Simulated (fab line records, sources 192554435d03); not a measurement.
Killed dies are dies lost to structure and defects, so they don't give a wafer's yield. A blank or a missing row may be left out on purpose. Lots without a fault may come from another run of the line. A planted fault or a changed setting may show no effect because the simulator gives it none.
fab line records | flow n5_finfet
record lots=4 wafers=12 last_day=17
route steps=1938 shown BEOL_M4@1099 BEOL_M5@1112 BEOL_M14@1767 PASSIVATION@1936
lots that met no fault: from a run of the same line without faults
start_h: hours from the record's first day to the start of the lot's first wafer shown | wait_h: hours since the lot's step before | " the same as in the row above | L1.1+2: a row that stands for several wafers | - no value, or no start given | * or withheld: withheld | < > ~ a bound
route shown NAME@n: a module of which the file shows steps, and the number in the route of the first | usual: mean/standard deviation of fault-free wafers | same: alike in all rows | chamber/n: place in a boat | sites: the reading at each site | _std_site: their standard deviation | _edge_site: outer sites' mean less inner sites' | radius_mm: how far each site lies from the wafer's centre | mask NAME#n: copy n | behind: the tool/chamber that last shaped the wafer | hold: why the lot was held/for how many hours/how that ended | device: the transistor (n, p or np) that didn't switch | end of line: the same wafers' tests at the end of the route | a step without rows: its recipe alone | killed: dies lost to structure and defects at the first sort, not the wafer's yield | map: a wafer's dies, x killed, . not, _ none there
set.NAME: the setting as run; set.NAME@STEP: as run at that earlier step | model.NAME: the simulator's own value behind a step, which no gauge read
lots at some steps of the route; a table a step, a row a wafer
services: from which hour (start_h, from the record's first day; less than 0 if before it) a tool's chamber was out of use, for how many hours, and why
## steps
# step N5_BEOL_M4_ANNEAL_95
# recipe temp_c=400 time_s=240 ambient=vacuum
# step N5_BEOL_M4_SPUTTER_96
# recipe material=Cu target_thk_a=45 temp_c=-20 chamber_pressure_pa=0.07 power_w=withheld time_s=8.29
# step N5_BEOL_M4_ECD_50
# recipe material=Cu target_thk_a=3000
# step N5_BEOL_M4_ANNEAL_51
# recipe temp_c=225 time_s=90 ambient=N2
# step N5_BEOL_M4_CMP_52
# recipe stop_on=SiOC t_overpolish_s=6.8 down_force_psi=1 platen_rpm=50 clearing_platen_down_force_psi=1.5 clearing_platen_rpm=50 post_cmp_clean=cu_alkaline target_thk_nm=40 clearing_platen_pad_velocity_m_s=0.99484 pad_velocity_m_s=0.99484
# step N5_BEOL_M4_PRE_CLEAN_60
# recipe gas=NH3/H2 time_s=15 temp_c=* rf_power_w=300
# step N5_BEOL_M4_CO_CAP_55
# recipe material=Co target_thk_a=20 temp_c=200 precursor=CCTBA/H2 pressure_torr=30 time_s=102.1
# step N5_BEOL_M4_PRE_CLEAN_56
# recipe gas=NH3 time_s=15 temp_c=withheld rf_power_w=300
# step N5_BEOL_M4_DEP_57
# recipe material=SiCN target_thk_a=80 temp_c=withheld precursor=3MS/NH3 pressure_torr=3 rf_w=202 time_s=14
# step N5_BEOL_M4_RC_MEAS_101
# usual DIBL_N=35.6/1.7 DIBL_P=35.0/2 IOFF_N=0.148/0.027 IOFF_P=0.19/0.032 ION_N=671/14 ION_P=460/9.1 SS_N=71.3/0.62 SS_P=73.0/0.64 VT_N=251/3.2 VT_P=-251.5/2.9
# columns lot.wafer tool chamber start_h wait_h DIBL_N[mV/V] DIBL_P[mV/V] IOFF_N[nA/um] IOFF_P[nA/um] ION_N[uA/um] ION_P[uA/um] SS_N[mV/dec] SS_P[mV/dec] VT_N[mV] VT_P[mV]
L783.1 prober-02 0 199.78 0.0 35.3 35.6 0.144 0.17 665 456 70.9 73.0 252 -251.6
L783.2 " 0 " " 35.4 36.0 0.151 0.18 679 456 70.8 73.7 250 -251.5
L783.6 " 0 " " 32.9 33.6 0.115 0.15 676 458 70.5 73.3 255 -253.2
L794.1 prober-01 0 249.86 1.0 33.5 33.4 0.124 0.18 666 460 70.4 73.4 253 -251.3
L794.4 " 0 " " 34.1 34.2 0.128 0.18 659 455 71.2 72.1 252 -254.5
L794.6 " 0 " " 33.2 33.1 0.118 0.17 671 466 70.4 72.1 252 -253.6
L795.1 prober-02 0 252.98 0.0 36.7 37.1 0.193 0.23 668 456 72.4 73.8 244 -249.7
L795.4 " 0 " " 35.1 35.5 0.163 0.20 681 469 71.4 73.2 248 -249.9
L795.5 " 0 " " 32.4 32.3 0.122 0.17 662 453 71.3 72.7 253 -251.0
L802.3 prober-01 0 300.25 0.3 35.0 33.5 0.138 0.17 693 474 70.8 72.3 250 -252.8
L802.4 " 0 " " 34.7 32.3 0.114 0.15 657 457 70.9 72.1 254 -255.0
L802.5 " 0 " " 36.6 34.5 0.151 0.19 656 459 71.8 73.2 253 -250.2
# step N5_BEOL_M5_ILD_DEP_00
# recipe material=SiCOH_lowk target_thk_a=1406.4 temp_c=300 precursor=DEMS/porogen pressure_torr=5 rf_w=500 time_s=25.9
# step N5_BEOL_M5_CURE_79
# recipe temp_c=385 time_s=240 ambient=He/Ar material=SiCOH_lowk
# step N5_BEOL_M5_PECVD_70
# recipe material=SiO2 target_thk_a=160 temp_c=400 precursor=TEOS/O2 pressure_torr=5.5 rf_w=450 teos_flow_sccm=53.8 gas=O2 flow_sccm=3000 time_s=18
# step N5_BEOL_M5_HM_DEP_02
# recipe material=TiN target_thk_a=200 temp_c=25 chamber_pressure_pa=0.49996
# step N5_BEOL_M5_COAT_59
# recipe resist=SOC temp_c=250 time_s=60 spin_rpm=1500 resist_thk_nm=60
# step N5_BEOL_M5_COAT_60
# recipe resist=SiARC temp_c=220 time_s=60 spin_rpm=1500 resist_thk_nm=12
# step N5_BEOL_M5_COAT_71
# recipe resist=underlayer temp_c=205 time_s=60 spin_rpm=1500 resist_thk_nm=5
# step N5_BEOL_M5_COAT_05
# recipe resist=CAR-EUV spin_rpm=1500 resist_thk_nm=30
# step N5_BEOL_M5_EBR_07
# recipe solvent=PGMEA ebr_width_mm=1.5
# step N5_BEOL_M5_SOFTBAKE_06
# recipe temp_c=110 time_s=60 resist=CAR-EUV
# step N5_BEOL_M5_EXPOSE_08
# recipe mask_id=M5 na=0.33 source_shape=annular sigma_inner=0.4 sigma_outer=0.8 polarization=unpolarized target_cd_nm=28 dose_mj=35.75
# step N5_BEOL_M5_PEB_09
# recipe peb_temp_c=100 peb_time_s=60 resist=CAR-EUV
# step N5_BEOL_M5_DEVELOP_10
# recipe develop_time_s=30 developer=TMAH resist=CAR-EUV rinse_liquid=surfactant_rinse dry=air_spin dev_temp_c=23
# step N5_BEOL_M5_DESCUM_16
# recipe chemistry=O2 time_s=7 source_power_w=50 bias_power_w=20 pressure_mtorr=20 rf_frequency_hz=2.712e+07 temp_c=40 resist=CAR-EUV o2_flow_sccm=225
# step N5_BEOL_M5_ETCH_72
# recipe chemistry=N2/H2 target=underlayer target_depth_a=65 mask_material=CAR-EUV time_s=5.2 ion_energy_ev=200 pressure_mtorr=30 source_w=840 bias_w=150 n2_flow_sccm=200 h2_flow_sccm=200 ends=cleared
# step N5_BEOL_M5_ETCH_61
# recipe chemistry=CF4 target=SiARC target_depth_a=156 mask_material=CAR-EUV time_s=26 ion_energy_ev=80 pressure_mtorr=40 source_w=545 bias_w=36 Ar_flow_sccm=100 cf4_flow_sccm=100 ends=cleared
# step N5_BEOL_M5_ETCH_62
# recipe chemistry=N2/H2 target=SOC target_depth_a=750 overetch_a=150 mask_material=SiARC temp_c=40 time_s=112.5 ion_energy_ev=200 pressure_mtorr=30 source_w=840 bias_w=150 n2_flow_sccm=200 h2_flow_sccm=200
# step N5_BEOL_M5_STRIP_63
# recipe chemistry=N2/H2 temp_c=40 n2_flow_sccm=200 h2_flow_sccm=200 rf_frequency_hz=6e+07
# step N5_BEOL_M5_STRIP_73
# recipe chemistry=N2/H2 temp_c=40 n2_flow_sccm=200 h2_flow_sccm=200 rf_frequency_hz=6e+07
# step N5_BEOL_M5_STRIP_64
# recipe chemistry=CF4 resist=SiARC power_w=300 bias_power_w=75 pressure_mtorr=50 cf4_flow_sccm=150 rf_frequency_hz=6e+07
# step N5_BEOL_M5_HM_OPEN_17
# recipe chemistry=Cl2/BCl3 target_depth_a=200 overetch_a=60 target=TiN mask_material=SOC ion_energy_ev=150 pressure_mtorr=10 icp_w=1000 bias_w=126 Cl2_flow_sccm=53.25 bcl3_flow_sccm=21.75 Ar_flow_sccm=25
# step N5_BEOL_M5_STRIP_19
# recipe chemistry=O2 power_w=400 temp_c=40 pressure_mtorr=30 rf_frequency_hz=6e+07 bias_power_w=0 overash_fraction=0.2 o2_flow_sccm=225
# step N5_BEOL_M5_COAT_65
# recipe resist=SOC temp_c=250 time_s=60 spin_rpm=1500 resist_thk_nm=60
# step N5_BEOL_M5_COAT_66
# recipe resist=SiARC temp_c=220 time_s=60 spin_rpm=1500 resist_thk_nm=12
# step N5_BEOL_M14_CMP_49
# recipe stop_on=SiO2 t_overpolish_s=5.2 down_force_psi=2 platen_rpm=80 clearing_platen_down_force_psi=2 clearing_platen_rpm=80 post_cmp_clean=cu_alkaline target_thk_nm=560 clearing_platen_pad_velocity_m_s=1.5917 pad_velocity_m_s=1.5917
# usual barrier_field_endpoint_s=11.27/0.25 clearing_platen_down_force_psi=2.000/0.004 motor_current_A=8.0/0.8 overpolish_run_s=5.199/0.0084 slurry_flow_ml_min=150.0/0.45 time_to_endpoint_s=120/4.2
# columns lot.wafer tool chamber start_h wait_h barrier_field_endpoint_s clearing_platen_down_force_psi motor_current_A overpolish_run_s slurry_flow_ml_min time_to_endpoint_s model.Cu_of_BEOL_M14_ECD_47.thk_nm
L783.2 cmp-01 2 290.18 0.2 11.35 2.001 7.1 5.191 149.9 121 566.2
L783.1 " 3 " " 10.97 1.999 7.0 5.193 150.0 112 559.8
L783.6 " 2 " " 11.43 2.000 7.4 5.207 149.3 120 562.4
L795.1 cmp-01 3 343.82 0.3 - - - - - - 1261
L795.4 " 2 " " - - - - - - 1244
L795.5 " 3 " " - - - - - - 1256
L794.1 cmp-04 3 345.40 0.3 - - - - - - 1252
L794.4 " 0 " " - - - - - - 1245
L794.6 " 3 " " - - - - - - 1258
L802.4 cmp-02 3 387.38 0.2 11.29 1.995 8.4 5.202 150.9 116 563.6
L802.3 " 0 " " 11.33 2.003 8.8 5.197 149.8 122 571.4
L802.5 " 1 " " 11.26 1.998 7.3 5.215 149.7 118 561.2
# step N5_BEOL_M14_THK_MEAS_50
# recipe thk_meas_gauge=xrf reads=Cu_of_BEOL_M14_ECD_47
# usual M14_THK=555/12
# columns lot.wafer tool chamber start_h wait_h M14_THK[nm]
L783.1 film_metro-01 - 290.47 - 548
L783.2 " - " " 556
L783.6 " - " " 553
L795.1 film_metro-01 - 344.11 0.3 1231
L795.4 " - " " 1208
L795.5 " - " " 1221
L794.1 film_metro-02 - 345.69 0.3 1255
L794.4 " - " " 1242
L794.6 " - " " 1262
L802.3 film_metro-02 - 387.60 - 568
L802.4 " - " " 559
L802.5 " - " " 560
# step N5_BEOL_M14_RS_MEAS_54
# recipe thk_meas_gauge=four-point-probe reads=Cu_of_BEOL_M14_ECD_47+Ta_of_BEOL_M14_SPUTTER_44+TaN_of_BEOL_M14_SPUTTER_43
# usual M14_RS=0.0331/0.00073
# columns lot.wafer tool chamber start_h wait_h M14_RS[ohm/sq]
L783.1 film_metro-02 - 290.60 0.0 0.0332
L783.2 " - " " 0.0328
L783.6 " - " " 0.0330
L795.1 film_metro-01 - 344.24 0.0 0.0134
L795.4 " - " " 0.0136
L795.5 " - " " 0.0135
L794.1 film_metro-01 - 345.83 0.0 0.0135
L794.4 " - " " 0.0136
L794.6 " - " " 0.0135
L802.3 film_metro-01 - 387.73 0.1 0.0325
L802.4 " - " " 0.0329
L802.5 " - " " 0.0331
# step N5_BEOL_M14_INSPECT_55
# recipe inspect_instrument=darkfield mode=post_dep
# usual raw_defect_count=67/21
# columns lot.wafer tool chamber start_h wait_h raw_defect_count
L783.1 defect_inspect-02 - 290.62 0.0 36
L783.2 " - " " 47
L783.6 " - " " 57
L795.1 defect_inspect-01 - 344.27 0.0 6663
L795.4 " - " " 6328
L795.5 " - " " 6441
L794.1 defect_inspect-01 - 345.85 0.0 6399
L794.4 " - " " 6490
L794.6 " - " " 6473
L802.3 defect_inspect-01 - 387.76 0.0 34
L802.4 " - " " 50
L802.5 " - " " 47
# step N5_PASSIVATION_PROBE_49
# usual defect_limited_yield=91.2/1.6 killed_at_M0_to_M3=35/11 killed_at_M4_up=14/5.4 killed_at_contacts=13/6 killed_at_front_end=38/11 killed_at_other=3.4/2.6 killed_dies=104/19 killed_on_rim=13/3.9 killed_open=68/13 killed_short=34/8.5 sort_bin_5_function=5.1/1 sort_bin_6_memory=3.3/0.72 sort_n_pass=1075/22 sort_yield_pct=91.1/1.9
# same gross_dies=1180 killed_at_back_side=0 sort_bin_4_leakage[%]=0 sort_bin_8_speed[%]=0
# columns lot.wafer tool chamber start_h wait_h defect_limited_yield[%] killed_at_M0_to_M3 killed_at_M4_up killed_at_contacts killed_at_front_end killed_at_other killed_dies killed_on_rim killed_open killed_short sort_bin_5_function[%] sort_bin_6_memory[%] sort_n_pass sort_yield_pct[%]
L783.1 prober-01 - 315.08 0.0 89.1 52 22 15 39 1 129 18 81 37 6.6 3.3 1051 89.1
L783.2 prober-01 - 315.13 0.1 92.6 41 6 20 15 5 87 13 54 32 3.7 3.3 1093 92.6
L783.6 prober-01 - 315.33 0.3 90.2 46 15 16 35 4 116 14 75 38 5.7 3.9 1064 90.2
L794.1 prober-01 - 367.12 0.0 0 40 1060 23 54 3 1180 152 107 30 8.1 3.4 0 0
L794.4 prober-01 - 367.27 0.2 0 38 1098 14 28 2 1180 152 61 31 4.7 2.7 0 0
L794.6 prober-01 - 367.37 0.3 0 51 1062 21 43 3 1180 152 95 41 6.3 5.1 0 0
L795.1 prober-01 - 369.99 0.0 0 49 1070 5 45 11 1180 152 75 41 6.4 3.3 0 0
L795.4 prober-01 - 370.14 0.2 0 34 1107 3 35 1 1180 152 67 33 5.1 3.2 0 0
L795.5 prober-01 - 370.19 0.2 0 21 1102 7 36 14 1180 152 57 32 4.2 3.0 0 0
L802.3 prober-01 - 414.99 0.1 89.2 43 17 13 53 1 127 19 81 46 5.9 4.3 1053 89.2
L802.4 prober-01 - 415.04 0.2 88.0 46 32 6 56 2 142 18 96 46 6.3 5.4 1038 88.0
L802.5 prober-01 - 415.09 0.2 85.9 57 24 9 68 8 166 17 92 68 8.5 4.7 1014 85.9
# killed by level:class
L783.1 BEOL_M0_SAQP:geometric_particle:open=12 MOL_CONTACT_COAG:geometric_particle:open=11 BEOL_M2:geometric_particle:open=9 BEOL_M3:geometric_particle:open=8 HKMG_FIN:area_etch=8 BEOL_M0_SAQP:geometric_particle:short=7 BEOL_M1:geometric_particle:open=6 BEOL_M4:geometric_particle:open=6
L783.2 MOL_CONTACT_COAG:geometric_particle:open=14 BEOL_M3:geometric_particle:open=13 BEOL_M1:geometric_particle:open=7 BEOL_M2:geometric_particle:short=7 BEOL_M0:geometric_particle:open=6 MOL_CONTACT_COAG:geometric_particle:short=6 STARTING-WAFER:geometric_particle:short=4 FIN_SAQP:geometric_particle:open=3
L783.6 BEOL_M3:geometric_particle:open=15 MOL_CONTACT_COAG:geometric_particle:open=13 STI_FIN_REVEAL:geometric_particle:open=8 GATE_CUT:geometric_particle:short=6 BEOL_M0_SAQP:geometric_particle:open=5 BEOL_M0:geometric_particle:open=5 BEOL_M4:geometric_particle:open=5 FIN_SAQP:geometric_particle:open=4
L794.1 BEOL_M14:area_cmp=1043 MOL_CONTACT_COAG:geometric_particle:open=20 FIN_SAQP:geometric_particle:open=17 STI_FIN_REVEAL:geometric_particle:open=17 BEOL_M0_SAQP:geometric_particle:short=12 BEOL_M0_SAQP:geometric_particle:open=9 BEOL_M4:geometric_particle:open=8 BEOL_M3:geometric_particle:open=8
L794.4 BEOL_M14:area_cmp=1088 BEOL_M0_SAQP:geometric_particle:open=10 MOL_CONTACT_COAG:geometric_particle:open=9 BEOL_M3:geometric_particle:open=8 BEOL_M1:geometric_particle:open=7 BEOL_M0_SAQP:geometric_particle:short=5 GATE_CUT:geometric_particle:short=5 MOL_CONTACT_COAG:geometric_particle:short=5
L794.6 BEOL_M14:area_cmp=1044 MOL_CONTACT_COAG:geometric_particle:open=18 FIN_SAQP:geometric_particle:open=16 BEOL_M0_SAQP:geometric_particle:open=13 BEOL_M3:geometric_particle:open=13 STI_FIN_REVEAL:geometric_particle:open=10 BEOL_M0_SAQP:geometric_particle:short=10 BEOL_M4:geometric_particle:open=7
L795.1 BEOL_M14:area_cmp=1063 BEOL_M0_SAQP:geometric_particle:open=17 STI_FIN_REVEAL:geometric_particle:open=16 BEOL_M2:geometric_particle:open=14 FIN_SAQP:geometric_particle:short=12 BEOL_M0_SAQP:geometric_particle:short=7 BEOL_M2:geometric_particle:short=4 BEOL_M4:geometric_particle:open=4
L795.4 BEOL_M14:area_cmp=1079 BEOL_M4:geometric_particle:open=22 BEOL_M2:geometric_particle:open=9 GATE_CUT:geometric_particle:short=8 BEOL_M0_SAQP:geometric_particle:short=8 STI_FIN_REVEAL:geometric_particle:open=6 BEOL_M0_SAQP:geometric_particle:open=6 GATE_CUT:geometric_particle:open=5
L795.5 BEOL_M14:area_cmp=1089 STI_FIN_REVEAL:geometric_particle:open=8 BEOL_M0_SAQP:geometric_particle:open=7 FIN_SAQP:geometric_particle:short=6 MOL_CONTACT_COAG:geometric_particle:open=6 BEOL_M0_SAQP:geometric_particle:short=5 FIN_SAQP:geometric_particle:open=4 MIM_TOP_ETCH:geometric_particle:short=4
L802.3 BEOL_M0_SAQP:geometric_particle:open=19 STI_FIN_REVEAL:geometric_particle:open=14 FIN_SAQP:geometric_particle:short=12 BEOL_M0_SAQP:geometric_particle:short=12 MOL_CONTACT_COAG:geometric_particle:open=10 BEOL_M4:geometric_particle:open=8 FIN_SAQP:geometric_particle:open=7 DUMMY_GATE:geometric_particle:open=5
L802.4 BEOL_M4:geometric_particle:open=17 BEOL_M0_SAQP:geometric_particle:short=17 FIN_SAQP:geometric_particle:open=14 FIN_SAQP:geometric_particle:short=14 STI_FIN_REVEAL:geometric_particle:open=9 BEOL_M0_SAQP:geometric_particle:open=9 BEOL_M2:geometric_particle:open=8 STARTING-WAFER:geometric_particle:open=5
L802.5 BEOL_M0_SAQP:geometric_particle:short=23 FIN_SAQP:geometric_particle:open=16 FIN_SAQP:geometric_particle:short=14 BEOL_M0_SAQP:geometric_particle:open=13 BEOL_M4:geometric_particle:open=11 STI_FIN_REVEAL:geometric_particle:open=10 BEOL_M0:geometric_particle:open=9 MOL_CONTACT_COAG:geometric_particle:open=7
# map L794.1 (x killed, . not)
_________________xxxxxxxxxxxx________________
______________xxxxxxxxxxxxxxxxxx_____________
___________xxxxxxxxxxxxxxxxxxxxxxxx__________
__________xxxxxxxxxxxxxxxxxxxxxxxxxx_________
________xxxxxxxxxxxxxxxxxxxxxxxxxxxxxx_______
_______xxxxxxxxxxxxxxxxxxxxxxxxxxxxxxxx______
______xxxxxxxxxxxxxxxxxxxxxxxxxxxxxxxxxx_____
_____xxxxxxxxxxxxxxxxxxxxxxxxxxxxxxxxxxxx____
____xxxxxxxxxxxxxxxxxxxxxxxxxxxxxxxxxxxxxx___
___xxxxxxxxxxxxxxxxxxxxxxxxxxxxxxxxxxxxxxxx__
___xxxxxxxxxxxxxxxxxxxxxxxxxxxxxxxxxxxxxxxx__
__xxxxxxxxxxxxxxxxxxxxxxxxxxxxxxxxxxxxxxxxxx_
__xxxxxxxxxxxxxxxxxxxxxxxxxxxxxxxxxxxxxxxxxx_
_xxxxxxxxxxxxxxxxxxxxxxxxxxxxxxxxxxxxxxxxxxxx
_xxxxxxxxxxxxxxxxxxxxxxxxxxxxxxxxxxxxxxxxxxxx
_xxxxxxxxxxxxxxxxxxxxxxxxxxxxxxxxxxxxxxxxxxxx
_xxxxxxxxxxxxxxxxxxxxxxxxxxxxxxxxxxxxxxxxxxxx
_xxxxxxxxxxxxxxxxxxxxxxxxxxxxxxxxxxxxxxxxxxxx
_xxxxxxxxxxxxxxxxxxxxxxxxxxxxxxxxxxxxxxxxxxxx
_xxxxxxxxxxxxxxxxxxxxxxxxxxxxxxxxxxxxxxxxxxxx
_xxxxxxxxxxxxxxxxxxxxxxxxxxxxxxxxxxxxxxxxxxxx
__xxxxxxxxxxxxxxxxxxxxxxxxxxxxxxxxxxxxxxxxxx_
__xxxxxxxxxxxxxxxxxxxxxxxxxxxxxxxxxxxxxxxxxx_
___xxxxxxxxxxxxxxxxxxxxxxxxxxxxxxxxxxxxxxxx__
___xxxxxxxxxxxxxxxxxxxxxxxxxxxxxxxxxxxxxxxx__
____xxxxxxxxxxxxxxxxxxxxxxxxxxxxxxxxxxxxxx___
_____xxxxxxxxxxxxxxxxxxxxxxxxxxxxxxxxxxxx____
______xxxxxxxxxxxxxxxxxxxxxxxxxxxxxxxxxx_____
_______xxxxxxxxxxxxxxxxxxxxxxxxxxxxxxxx______
________xxxxxxxxxxxxxxxxxxxxxxxxxxxxxx_______
__________xxxxxxxxxxxxxxxxxxxxxxxxxx_________
___________xxxxxxxxxxxxxxxxxxxxxxxx__________
______________xxxxxxxxxxxxxxxxxx_____________
_________________xxxxxxxxxxxx________________
# map L795.1 (x killed, . not)
_________________xxxxxxxxxxxx________________
______________xxxxxxxxxxxxxxxxxx_____________
___________xxxxxxxxxxxxxxxxxxxxxxxx__________
__________xxxxxxxxxxxxxxxxxxxxxxxxxx_________
________xxxxxxxxxxxxxxxxxxxxxxxxxxxxxx_______
_______xxxxxxxxxxxxxxxxxxxxxxxxxxxxxxxx______
______xxxxxxxxxxxxxxxxxxxxxxxxxxxxxxxxxx_____
_____xxxxxxxxxxxxxxxxxxxxxxxxxxxxxxxxxxxx____
____xxxxxxxxxxxxxxxxxxxxxxxxxxxxxxxxxxxxxx___
___xxxxxxxxxxxxxxxxxxxxxxxxxxxxxxxxxxxxxxxx__
___xxxxxxxxxxxxxxxxxxxxxxxxxxxxxxxxxxxxxxxx__
__xxxxxxxxxxxxxxxxxxxxxxxxxxxxxxxxxxxxxxxxxx_
__xxxxxxxxxxxxxxxxxxxxxxxxxxxxxxxxxxxxxxxxxx_
_xxxxxxxxxxxxxxxxxxxxxxxxxxxxxxxxxxxxxxxxxxxx
_xxxxxxxxxxxxxxxxxxxxxxxxxxxxxxxxxxxxxxxxxxxx
_xxxxxxxxxxxxxxxxxxxxxxxxxxxxxxxxxxxxxxxxxxxx
_xxxxxxxxxxxxxxxxxxxxxxxxxxxxxxxxxxxxxxxxxxxx
_xxxxxxxxxxxxxxxxxxxxxxxxxxxxxxxxxxxxxxxxxxxx
_xxxxxxxxxxxxxxxxxxxxxxxxxxxxxxxxxxxxxxxxxxxx
_xxxxxxxxxxxxxxxxxxxxxxxxxxxxxxxxxxxxxxxxxxxx
_xxxxxxxxxxxxxxxxxxxxxxxxxxxxxxxxxxxxxxxxxxxx
__xxxxxxxxxxxxxxxxxxxxxxxxxxxxxxxxxxxxxxxxxx_
__xxxxxxxxxxxxxxxxxxxxxxxxxxxxxxxxxxxxxxxxxx_
___xxxxxxxxxxxxxxxxxxxxxxxxxxxxxxxxxxxxxxxx__
___xxxxxxxxxxxxxxxxxxxxxxxxxxxxxxxxxxxxxxxx__
____xxxxxxxxxxxxxxxxxxxxxxxxxxxxxxxxxxxxxx___
_____xxxxxxxxxxxxxxxxxxxxxxxxxxxxxxxxxxxx____
______xxxxxxxxxxxxxxxxxxxxxxxxxxxxxxxxxx_____
_______xxxxxxxxxxxxxxxxxxxxxxxxxxxxxxxx______
________xxxxxxxxxxxxxxxxxxxxxxxxxxxxxx_______
__________xxxxxxxxxxxxxxxxxxxxxxxxxx_________
___________xxxxxxxxxxxxxxxxxxxxxxxx__________
______________xxxxxxxxxxxxxxxxxx_____________
_________________xxxxxxxxxxxx________________
## services
# columns tool chamber start_h hours kind
cmp-01 - 267.74 4.1 pm
cmp-01 - 277.06 4.0 pm
cmp-01 - 281.06 - consumable_replace:conditioner
cmp-01 - 281.06 - consumable_replace:pad
cmp-02 - 338.94 2.4 repair
cmp-02 - 346.39 0.6 repair
cmp-02 - 355.98 1.0 repair
cmp-04 - 357.06 31.8 repair
cmp-01 - 358.42 3.8 repair
## key
first_sign step=N5_BEOL_M14_CMP_49 reading=tool_record direction=missing
effect step=N5_BEOL_M14_THK_MEAS_50 reading=M14_THK direction=up sigmas=57 usual=555 struck=1237
effect step=N5_BEOL_M14_RS_MEAS_54 reading=M14_RS direction=down sigmas=27 usual=0.0331 struck=0.0135
effect step=N5_BEOL_M14_INSPECT_55 reading=raw_defect_count direction=up sigmas=99+ usual=67 struck=6466
effect step=N5_PASSIVATION_PROBE_49 reading=killed_at_M4_up direction=up sigmas=99+ usual=14 struck=1083
model_effect step=N5_BEOL_M14_CMP_49 value=Cu_of_BEOL_M14_ECD_47.thk_nm without=560.6 struck=1253
more_kills_born_at N5_BEOL_M14_CMP_49@cmp-01=3231 N5_BEOL_M14_CMP_49@cmp-04=3175
met_at N5_BEOL_M14_CMP_49
struck_wafers L794.1,L794.4,L794.6,L795.1,L795.4,L795.5
later_rows_left_out L794.1,L794.4,L794.6,L795.1,L795.4,L795.5
onset_between 290.18 343.82
fault kind=skipped_step_whole tool=cmp-01,cmp-04 chamber=- onset_h=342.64 steps=N5_BEOL_M14_CMP_49 scope=struck_lots_only
# later_rows_left_out: the simulator's readings of these wafers behind a module that went badly wrong aren't trusted and aren't shown, but for the sort
